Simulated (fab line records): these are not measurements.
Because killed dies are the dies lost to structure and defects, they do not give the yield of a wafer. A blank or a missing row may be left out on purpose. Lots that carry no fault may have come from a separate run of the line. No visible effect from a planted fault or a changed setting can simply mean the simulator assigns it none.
Matching of chambers    flow nandHarc    pecvd-01 running NHARC_A_BONDPAD_DEP_00: 3 sister chambers
The step deposits SiCN, target thk 250 nm. 6 wafers are shown with their chamber, then 7 later ones without.

## WAFERS PAIRED WITH THEIR CHAMBERS
wafer   chamber  heaterPowerW (W)
L899.5  1        493
L900.2  0        671
L900.5  1        430
L900.6  2        593
L904.1  0        634
L904.2  2        510

## WAFERS MISSING THEIR CHAMBER
wafer   heaterPowerW (W)
L904.3  653
L910.1  509
L910.3  502
L910.6  529
L911.1  482
L911.2  583
L911.5  721

## THE CHAMBER EACH PASSED THROUGH
wafer   from the rows above           in truth
L904.3  0                             0
L910.1  can't be placed: 2 or 1       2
L910.3  can't be placed: 1 or 2       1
L910.6  can't be placed: 2 or 1       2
L911.1  can't be placed: 1 or 2       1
L911.2  can't be placed: 2 or 0 or 1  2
L911.5  0                             0
2 of 7 placed correctly. From these rows, 5 cannot be placed; in 5 the true chamber is one of the candidates. Placed wrongly: 0.
How it was worked out, from the rows above alone: a wafer's distance from a chamber is the root of the sum, over the readings, of the square of ((its reading less the chamber's mean) divided by the reading's scatter). The wafer belongs to the nearest chamber; if the next one is less than 2 further off, it can't be placed. A chamber's mean is the mean of its shown wafers. The scatter is the square root of a quotient: the sum, over the shown wafers, of each reading's squared deviation from its chamber's mean, divided by wafers minus chambers.
